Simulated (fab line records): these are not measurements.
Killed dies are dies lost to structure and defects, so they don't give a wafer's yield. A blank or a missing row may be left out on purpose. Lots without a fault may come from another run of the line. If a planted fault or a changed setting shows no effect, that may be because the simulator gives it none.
Which tool is to blame? ; flow nandHarc ; 38 wafers from 13 lots sampled at 5 of the route's 1302 steps

WHAT THE GAUGES SHOWED, per wafer
NHARC_END_SORT_01. Usual: killedAtArray 59, standard deviation 24; killedAtOther 0.7, standard deviation 1.2; killedAtPeriphery 3.5, standard deviation 2.6; killedDies 63, standard deviation 24; killedOpen 3.2, standard deviation 2.1; killedShort 2.4, standard deviation 1.5.
lot;measured;on;killedAtArray;killedAtOther;killedAtPeriphery;killedDies;killedOpen;killedShort;flag
L201;day 24 19:58;prober-01;61 77 70;4 2 3;2 2 2;67 81 75;4 3 2;3 2 4;
L203;day 25 06:17;prober-01;78 77 67;0 1 0;5 4 2;83 82 69;4 1 1;3 3 2;
L205;day 25 05:32;prober-02;23 36 27;0 0 0;3 3 3;26 39 30;1 2 8;1 7 2;
L204;day 25 17:04;prober-02;93 115 113;0 0 1;3 0 3;96 115 117;4 5 4;2 0 1;
L206;day 27 00:28;prober-02;63 61 65;0 1 0;3 6 6;66 68 71;5 6 4;2 3 7;
L207;day 27 01:14;prober-01;95 112 108;2 0 6;1 2 1;98 114 115;2 1 3;3 5 0;
L208;day 27 08:57;prober-01;56 51 56;1 1 0;1 2 0;58 54 56;3 2 1;2 2 2;
L209;day 28 12:53;prober-02;74 80 82;0 0 1;4 7 6;78 87 89;4 5 3;9 3 4;
L211;day 28 12:50;prober-01;39 27 34;1 0 1;2 6 8;42 33 43;1 4 7;3 1 1;
L214;day 29 21:00;prober-02;30 30 27;2 0 0;1 0 6;33 30 33;1 2 3;2 3 5;
L215;day 30 12:40;prober-02;44 55 41;0 0 0;1 1 2;45 56 43;3 4 2;2 3 2;
L220;day 33 14:14;prober-02;29 37;1 6;3 8;33 51;1 1;1 4;
L221;day 33 06:24;prober-02;67 76 57;0 0 0;5 6 3;72 82 60;8 4 1;3 0 0;

WHAT TOOL EACH LOT RAN ON (gives the tool, then ch and the chambers of the sampled wafers, and finally the start)
lot;NHARC_A_CONTACT_ETCH_137;NHARC_A_CONTACT_ETCH_138;NHARC_A_CONTACT_ETCH_110;NHARC_A_BLC_SOFTBAKE_05
L201;harCapEtch-01 ch 0,1, day 22 22:27;harCapEtch-01 ch 0,1, day 22 22:43;rieDiel-05 ch 2,3, day 22 23:55;lithoTrack-01 ch 0, day 23 02:00
L203;harCapEtch-03 ch 0,1, day 22 23:59;harCapEtch-03 ch 0,1, day 23 00:16;rieDiel-05 ch 0,1, day 23 05:28;lithoTrack-01 ch 0, day 23 07:00
L205;harCapEtch-03 ch 0,1, day 23 06:57;harCapEtch-03 ch 0,1, day 23 07:13;rieDiel-03 ch 0,2,3, day 23 08:31;lithoTrack-01 ch 0, day 23 10:00
L204;harCapEtch-02 ch 0,1, day 23 14:29;harCapEtch-02 ch 0,1, day 23 14:45;rieDiel-03 ch 0,1,3, day 23 16:04;lithoTrack-04 ch 0, day 23 18:00
L206;harCapEtch-03 ch 0,1, day 24 22:31;harCapEtch-03 ch 0,1, day 24 22:47;rieDiel-03 ch 1,2, day 25 00:05;lithoTrack-04 ch 0, day 25 02:00
L207;harCapEtch-01 ch 0,1, day 25 01:42;harCapEtch-01 ch 0,1, day 25 01:58;rieDiel-03 ch 0,2,3, day 25 03:17;lithoTrack-04 ch 0, day 25 05:00
L208;harCapEtch-02 ch 0,1, day 25 05:22;harCapEtch-02 ch 0,1, day 25 05:38;rieDiel-03 ch 0,2,3, day 25 06:58;lithoTrack-01 ch 0, day 25 09:00
L209;harCapEtch-01 ch 0,1, day 26 13:11;harCapEtch-01 ch 0,1, day 26 13:27;rieDiel-03 ch 0,1,2, day 26 15:15;lithoTrack-06 ch 0, day 26 17:00
L211;harCapEtch-03 ch 0,1, day 26 14:53;harCapEtch-03 ch 0,1, day 26 15:10;rieDiel-03 ch 0,1,3, day 26 16:31;lithoTrack-01 ch 0, day 26 18:00
L214;harCapEtch-02 ch 0, day 27 21:57;harCapEtch-02 ch 0, day 27 22:13;rieDiel-05 ch 1,3, day 27 23:34;lithoTrack-06 ch 0, day 28 01:00
L215;harCapEtch-03 ch 0,1, day 28 15:05;harCapEtch-03 ch 0,1, day 28 15:22;rieDiel-03 ch 0,1, day 28 16:40;lithoTrack-06 ch 0, day 28 18:00
L220;harCapEtch-02 ch 0,1, day 30 21:52;harCapEtch-02 ch 0,1, day 30 22:08;rieDiel-03 ch 0,3, day 30 23:32;lithoTrack-04 ch 0, day 31 01:00
L221;harCapEtch-03 ch 0,1, day 30 22:30;harCapEtch-03 ch 0,1, day 30 22:46;rieDiel-13 ch 1,2,3, day 31 00:05;lithoTrack-04 ch 0, day 31 02:00
- NHARC_A_CONTACT_ETCH_137: etches the open film in C4F8/O2/Ar, time 311 s, target depth 1912 nm.
- NHARC_A_CONTACT_ETCH_138: etches the open film in C4F8/O2/Ar, time 311 s, target depth 1914 nm.
- NHARC_A_CONTACT_ETCH_110: etches the open film in CF4/O2, target depth 60 nm, overetch 6 nm, time 33 s.
- NHARC_A_BLC_SOFTBAKE_05: time 55 s.

AS READ BY THE TOOLS THEMSELVES (means over the sampled wafers that have a number; for cases with no such wafer, the mark the record gives instead)
NHARC_A_CONTACT_ETCH_110. Usual: drypumpMotorCurrentA 5.5 A, standard deviation 0.34; oesProductAu 1.000 a.u., standard deviation 0.01; rfVppV 198.4 V, standard deviation 1.6; showerheadPlenumPTorr 1.36 Torr, standard deviation 0.065; throttleValvePct 13.397 %, standard deviation 0.0092.
lot;tool;drypumpMotorCurrentA (A);oesProductAu (a.u.);rfVppV (V);showerheadPlenumPTorr (Torr);throttleValvePct (%);flag
L201;rieDiel-05;6.1;0.990;195.8;1.28;13.396;
L203;rieDiel-05;5.4;0.998;197.4;1.32;13.394;
L205;rieDiel-03;5.5;1.001;198.9;1.39;13.401;
L204;rieDiel-03;5.5;0.997;197.5;1.33;13.400;
L206;rieDiel-03;5.2;1.009;196.4;1.29;13.403;
L207;rieDiel-03;5.4;1.002;198.7;1.39;13.400;
L208;rieDiel-03;5.5;0.991;198.4;1.39;13.402;
L209;rieDiel-03;5.4;1.003;197.8;1.34;13.399;
L211;rieDiel-03;5.5;0.993;198.5;1.33;13.395;
L214;rieDiel-05;5.2;1.003;198.2;1.32;13.392;
L215;rieDiel-03;5.4;1.011;200.9;1.42;13.390;
L220;rieDiel-03;5.7;0.995;199.4;1.38;13.383;
L221;rieDiel-13;5.6;1.004;197.0;1.28;13.405;

NHARC_A_BLC_SOFTBAKE_05. Usual: heaterPowerTotalW 188.46 W, standard deviation 0.14.
lot;tool;heaterPowerTotalW (W);flag
L201;lithoTrack-01;188.53;
L203;lithoTrack-01;188.47;
L205;lithoTrack-01;188.38;
L204;lithoTrack-04;188.41;
L206;lithoTrack-04;188.36;
L207;lithoTrack-04;188.51;
L208;lithoTrack-01;188.45;
L209;lithoTrack-06;188.36;
L211;lithoTrack-01;188.49;
L214;lithoTrack-06;188.50;
L215;lithoTrack-06;188.46;
L220;lithoTrack-04;205.69;OFF
L221;lithoTrack-04;199.80;OFF

THE ANSWER, worked out from the rows above alone
Rule: take the mean of a lot's wafers that have a number; if it is more than 3 standard deviations from the usual mean, the lot is off. A lot without any number at a reading at which 4 lots or more have one is off too. Where the step has rows for the other lots, those lots are counted as sound. First the gauges in route order, then the tools' own readings, where a lot's mean is used as printed above. At the first step where some lot is off, the reading lying furthest off is the one used; lots without a number count as furthest.
Off: L220, L221, at NHARC_A_BLC_SOFTBAKE_05 (heaterPowerTotalW).
A tool fits if, at that step or a process step before it, it ran every lot that is off, and no sound lot after the first of them. One fits: lithoTrack-04 at NHARC_A_BLC_SOFTBAKE_05. A fault onset in the window from L207 (day 25 05:00, its last sound lot) to L220 (day 31 01:00, its first lot off) fits.
On the lots that are off, the tool's own readings at NHARC_A_BLC_SOFTBAKE_05 differ by more than 5 times the standard deviation of the sound lots' means, which bears it out; heaterPowerTotalW reads 202.75 W there versus 188.45 W on the sound lots.

WHAT THE SIMULATOR HAD PUT IN
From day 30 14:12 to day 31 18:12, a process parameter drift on lithoTrack-04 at NHARC_A_BLC_SOFTBAKE_05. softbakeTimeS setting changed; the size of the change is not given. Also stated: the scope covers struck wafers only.
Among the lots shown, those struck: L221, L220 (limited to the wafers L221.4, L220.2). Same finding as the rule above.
